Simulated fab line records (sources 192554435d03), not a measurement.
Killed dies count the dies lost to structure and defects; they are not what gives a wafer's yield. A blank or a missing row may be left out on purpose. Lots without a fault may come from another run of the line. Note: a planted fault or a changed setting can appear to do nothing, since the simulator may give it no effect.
Matching of chambers    flow n5_finfet    N5_HKMG_FIN_ETCH_31 on rie_diel-02: 4 sister chambers
The step etches SiARC in CF4, target depth 45.5 nm, time 75.8 s. 14 wafers are shown with their chamber, then 7 later ones without.

== WAFERS WITH THEIR CHAMBER ==
wafer   chamber  showerhead_plenum_p_Torr (Torr)  drypump_motor_current_A (A)  throttle_valve_pct (%)
L079.1  3        2.16                             5.2                          15.68
L079.2  2        2.27                             6.3                          15.47
L079.3  1        2.26                             5.0                          15.51
L080.2  2        2.27                             6.4                          15.46
L080.4  1        2.26                             4.9                          15.54
L080.5  2        2.27                             6.3                          15.49
L082.1  0        2.14                             4.9                          15.49
L082.4  3        2.16                             5.2                          15.68
L082.6  1        2.26                             5.0                          15.53
L085.1  3        2.16                             5.2                          15.70
L085.2  0        2.14                             4.8                          15.51
L085.3  1        2.26                             4.9                          15.53
L090.1  3        2.15                             5.2                          15.72
L090.2  2        2.26                             6.3                          15.50

SIGNATURES, as means of the wafers listed above
reading                   chamber 0  chamber 1  chamber 2  chamber 3  scatter within a chamber
showerhead_plenum_p_Torr  2.1400     2.2600     2.2675     2.1575     0.00387
drypump_motor_current_A   4.850      4.950      6.325      5.200      0.0474
throttle_valve_pct        15.5000    15.5275    15.4800    15.6950    0.0167
Rule: distance of a wafer from a chamber = root of the sum over the readings of ((wafer's reading minus chamber's mean) / reading's scatter) squared. The wafer belongs to the nearest chamber; if the next one is less than 2 further off, it can't be placed. The scatter: take each reading less its chamber's mean, square it, sum over the shown wafers, divide by the number of wafers less the number of chambers, and take the root.

== WAFERS WITH NO CHAMBER GIVEN ==
wafer   showerhead_plenum_p_Torr (Torr)  drypump_motor_current_A (A)  throttle_valve_pct (%)
L090.3  2.26                             5.0                          15.56
L094.2  2.13                             4.9                          15.51
L094.3  2.26                             6.3                          15.52
L094.5  2.25                             5.0                          15.57
L096.1  2.13                             4.9                          15.53
L096.4  2.26                             6.4                          15.52
L096.6  2.13                             4.9                          15.52

== THE CHAMBER EACH PASSED THROUGH ==
wafer   from the rows above  in truth
L090.3  1                    1
L094.2  0                    0
L094.3  2                    2
L094.5  1                    1
L096.1  0                    0
L096.4  2                    2
L096.6  0                    0
7 of 7 placed correctly. Not placeable from these rows: 0. 0 placed wrongly.
